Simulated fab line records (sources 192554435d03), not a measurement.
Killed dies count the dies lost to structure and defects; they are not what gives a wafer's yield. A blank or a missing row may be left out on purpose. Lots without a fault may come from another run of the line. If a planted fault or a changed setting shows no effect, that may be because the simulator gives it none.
Chamber matching | flow n5 finfet | N5_HKMG_FIN_NWFM_ALD_20 on ald metal-04: 4 sister chambers
The step deposits TiAlC, target thk 2 nm, pulse time 3 s, purge time 2 s. 4 wafers are shown with their chamber, then 8 later ones without.

WAFERS, EACH WITH ITS CHAMBER
wafer  | chamber | heater power w (W)
L085.6 | 3       | 508
L089.5 | 1       | 505
L089.6 | 0       | 471
L091.3 | 2       | 493

WAFERS WHOSE CHAMBER IS MISSING
wafer  | heater power w (W)
L091.4 | 521
L091.6 | 507
L094.1 | 501
L094.5 | 508
L094.6 | 465
L095.2 | 469
L095.4 | 487
L095.6 | 503

CHAMBER TAKEN BY EACH
wafer  | from the rows above          | in truth
L091.4 | can't be placed: 3 or 1      | 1
L091.6 | can't be placed: 3 or 1      | 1
L094.1 | can't be placed: 1 or 3 or 2 | 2
L094.5 | can't be placed: 3 or 1      | 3
L094.6 | 0                            | 0
L095.2 | 0                            | 0
L095.4 | can't be placed: 2 or 0      | 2
L095.6 | can't be placed: 1 or 3 or 2 | 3
Placed correctly: 2 of 8. From these rows, 6 cannot be placed; in 6 the true chamber is one of the candidates. Wrongly placed: 0.
How it was worked out, from the rows above alone: a wafer's distance from a chamber is the root of the sum, over the readings, of the square of ((its reading less the chamber's mean) divided by the reading's scatter). The wafer belongs to the nearest chamber; if the next one is less than 2 further off, it can't be placed. The mean given for a chamber averages the wafers shown for that chamber. The scatter: with one shown wafer a chamber, the root of the mean of the squares of how far each hidden wafer lies from its nearest shown one.
